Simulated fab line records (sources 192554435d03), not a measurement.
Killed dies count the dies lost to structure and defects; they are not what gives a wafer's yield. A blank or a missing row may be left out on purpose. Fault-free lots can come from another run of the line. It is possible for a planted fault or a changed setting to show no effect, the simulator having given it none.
Lot-split experiment :: flow n5Finfet :: 21 wafers read across 7 lots, on a route 1938 steps long

== THE SPLIT ==
At N5_BEOL_M10_TRENCH_ETCH_37 (etches SiCOH lowk in C4F6/O2, target depth 148.83 nm, time 48 s), the setting sourceW was moved away from the recipe's 345 W on 6 of the 21 wafers read, by -5.2% to +15.1%. The other wafers ran this setting at the recipe's value.

== FROM THE SPLIT TO THE READING: what the file shows between them, 11 steps ==
- N5_BEOL_M10_ETCH_41: etches SiCN in CH3F/O2, target depth 42.6 nm, time 86 s
- N5_BEOL_M10_STRIP_77: strips in N2/H2, time 10 s
- N5_BEOL_M10_OCD_MEAS_38
- N5_BEOL_M10_HM_STRIP_39: strips TiN in peroxide tin strip, target depth 25 nm, time 158 s
- N5_BEOL_M10_SRD_40: time 30 s
- N5_BEOL_M10_ECD_50: material Cu, target thk 318 nm
- N5_BEOL_M10_ANNEAL_51: time 90 s
- N5_BEOL_M10_CMP_52: polishes, stops on SiCOH lowk, t overpolish 7 s, target thk 140 nm
- N5_BEOL_M10_THK_MEAS_53: measures by xrf
- N5_BEOL_M10_PRE_CLEAN_55: time 15 s
- N5_BEOL_M10_DEP_56: deposits SiCN from 3MS/NH3, target thk 15 nm, time 26.5 s

== THE READING ==
M10_RS in ohm/sq, measured at N5_BEOL_M10_RS_MEAS_57 by four-point-probe. On this fab line, fault-free wafers typically give 0.151 ohm/sq with a standard deviation of 0.0032 ohm/sq.

wafer: L074.1
tool, chamber at the split: rieDiel-04, 1
sourceW as run, W: 392.4
against the recipe: +13.7%
M10_RS, ohm/sq: 0.139
against lot-mates on the recipe: -0.010

wafer: L074.3
tool, chamber at the split: rieDiel-04, 3
sourceW as run, W: 345
against the recipe: recipe
M10_RS, ohm/sq: 0.153
against lot-mates on the recipe: -

wafer: L074.6
tool, chamber at the split: rieDiel-04, 0
sourceW as run, W: 345
against the recipe: recipe
M10_RS, ohm/sq: 0.146
against lot-mates on the recipe: -

wafer: L076.2
tool, chamber at the split: rieDiel-05, 1
sourceW as run, W: 345
against the recipe: recipe
M10_RS, ohm/sq: 0.149
against lot-mates on the recipe: -

wafer: L076.3
tool, chamber at the split: rieDiel-05, 3
sourceW as run, W: 397.2
against the recipe: +15.1%
M10_RS, ohm/sq: 0.141
against lot-mates on the recipe: -0.008

wafer: L076.4
tool, chamber at the split: rieDiel-05, 0
sourceW as run, W: 397.2
against the recipe: +15.1%
M10_RS, ohm/sq: 0.141
against lot-mates on the recipe: -0.008

wafer: L078.4
tool, chamber at the split: rieDiel-05, 2
sourceW as run, W: 345
against the recipe: recipe
M10_RS, ohm/sq: 0.149
against lot-mates on the recipe: -

wafer: L078.5
tool, chamber at the split: rieDiel-05, 1
sourceW as run, W: 345
against the recipe: recipe
M10_RS, ohm/sq: 0.149
against lot-mates on the recipe: -

wafer: L078.6
tool, chamber at the split: rieDiel-05, 0
sourceW as run, W: 345
against the recipe: recipe
M10_RS, ohm/sq: 0.152
against lot-mates on the recipe: -

wafer: L082.2
tool, chamber at the split: rieDiel-05, 2
sourceW as run, W: 393.6
against the recipe: +14.1%
M10_RS, ohm/sq: 0.140
against lot-mates on the recipe: -0.010

wafer: L082.4
tool, chamber at the split: rieDiel-05, 3
sourceW as run, W: 345
against the recipe: recipe
M10_RS, ohm/sq: 0.150
against lot-mates on the recipe: -

wafer: L082.6
tool, chamber at the split: rieDiel-05, 3
sourceW as run, W: 345
against the recipe: recipe
M10_RS, ohm/sq: 0.150
against lot-mates on the recipe: -

wafer: L085.3
tool, chamber at the split: rieDiel-05, 2
sourceW as run, W: 345
against the recipe: recipe
M10_RS, ohm/sq: 0.152
against lot-mates on the recipe: -

wafer: L085.4
tool, chamber at the split: rieDiel-05, 0
sourceW as run, W: 345
against the recipe: recipe
M10_RS, ohm/sq: 0.152
against lot-mates on the recipe: -

wafer: L085.5
tool, chamber at the split: rieDiel-05, 3
sourceW as run, W: 345
against the recipe: recipe
M10_RS, ohm/sq: 0.153
against lot-mates on the recipe: -

wafer: L084.2
tool, chamber at the split: rieDiel-02, 0
sourceW as run, W: 345
against the recipe: recipe
M10_RS, ohm/sq: 0.157
against lot-mates on the recipe: -

wafer: L084.4
tool, chamber at the split: rieDiel-02, 2
sourceW as run, W: 345
against the recipe: recipe
M10_RS, ohm/sq: 0.157
against lot-mates on the recipe: -

wafer: L084.6
tool, chamber at the split: rieDiel-02, 1
sourceW as run, W: 345
against the recipe: recipe
M10_RS, ohm/sq: 0.154
against lot-mates on the recipe: -

wafer: L093.1
tool, chamber at the split: rieDiel-05, 3
sourceW as run, W: 327.2
against the recipe: -5.2%
M10_RS, ohm/sq: 0.158
against lot-mates on the recipe: +0.006

wafer: L093.4
tool, chamber at the split: rieDiel-05, 0
sourceW as run, W: 345
against the recipe: recipe
M10_RS, ohm/sq: 0.152
against lot-mates on the recipe: -

wafer: L093.6
tool, chamber at the split: rieDiel-05, 2
sourceW as run, W: 327.2
against the recipe: -5.2%
M10_RS, ohm/sq: 0.154
against lot-mates on the recipe: +0.002

FIT RESULTS
A straight line over all 21 wafers: M10_RS changes by -0.000787 ohm/sq for each +1% of sourceW; r = -0.88; the points scatter about the line by 0.0027 ohm/sq.
The same after taking each lot's own level away (the mean of its wafers on the recipe; 21 wafers): -0.000638 ohm/sq for each +1%; r = -0.92; scatter 0.0017 ohm/sq.
The reading moves by 0.0097 ohm/sq for the largest change in sourceW, on that fit.
The lots' own levels span 0.1490 to 0.1560 ohm/sq, that is 2.2 times the standard deviation above.
In other words, the slope is changed by the lot-to-lot level; the two fits disagree.
Check: with one of the wafers moved furthest among these (+15.1%) left out of the fit, the line predicts -0.0101 ohm/sq for it against its lot-mates. It came out at -0.008 ohm/sq against them.
Tool readings at the split's step, against how far the setting was moved: rfVppV r = -0.88.

== THE OTHER SPLITS THESE WAFERS WENT THROUGH ==
Before the reading, these wafers also passed through other splits. Each is held against what the fit with the lots' levels taken away leaves over:
other split on the same wafers: N5_BEOL_M10_ILD_DEP_00 timeS
wafers away from the commonest value: 10
r with M10_RS (lot level and that fit taken away): +0.25

other split on the same wafers: N5_BEOL_M10_COAT_59 spinRpm
wafers away from the commonest value: 8
r with M10_RS (lot level and that fit taken away): -0.08

other split on the same wafers: N5_BEOL_M10_VIA_ETCH_34 timeS
wafers away from the commonest value: 6
r with M10_RS (lot level and that fit taken away): +0.29

== THE WHOLE CHAIN: every reading that the file lists as answering this split, in the file's order ==
step: N5_BEOL_M10_TRENCH_ETCH_37
what it does: etches SiCOH lowk in C4F6/O2, target depth 148.83 nm, time 48 s
reading: rfVppV
change (the file's fit): -3.56 V for each +1% of the setting
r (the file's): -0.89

step: N5_BEOL_M10_TRENCH_ETCH_37
what it does: etches SiCOH lowk in C4F6/O2, target depth 148.83 nm, time 48 s
reading: BEOL_M10.featureDepthNm (the simulator's own value, which no gauge read)
change (the file's fit): +0.636 nm for each +1% of the setting
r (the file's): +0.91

step: N5_BEOL_M10_TRENCH_ETCH_37
what it does: etches SiCOH lowk in C4F6/O2, target depth 148.83 nm, time 48 s
reading: etch.depthNm (the simulator's own value, which no gauge read)
change (the file's fit): +0.637 nm for each +1% of the setting
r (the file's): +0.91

step: N5_BEOL_M10_OCD_MEAS_38
what it does: 
reading: trenchDepthNm
change (the file's fit): +0.616 nm for each +1% of the setting
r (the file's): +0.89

step: N5_BEOL_M10_CMP_52
what it does: polishes, stops on SiCOH lowk, t overpolish 7 s, target thk 140 nm
reading: Cu_of_BEOL_M10_ECD_50.thkNm (the simulator's own value, which no gauge read)
change (the file's fit): +0.618 nm for each +1% of the setting
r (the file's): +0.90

step: N5_BEOL_M10_THK_MEAS_53
what it does: measures by xrf
reading: M10_THK
change (the file's fit): +0.62 for each +1% of the setting
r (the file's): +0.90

step: N5_BEOL_M10_RS_MEAS_57
what it does: measures by four-point-probe
reading: M10_RS
change (the file's fit): -0.00069 for each +1% of the setting
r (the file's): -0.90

== FILE'S OWN FIT ==
M10_RS changes by -0.00069 ohm/sq for each +1% of sourceW, r = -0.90.
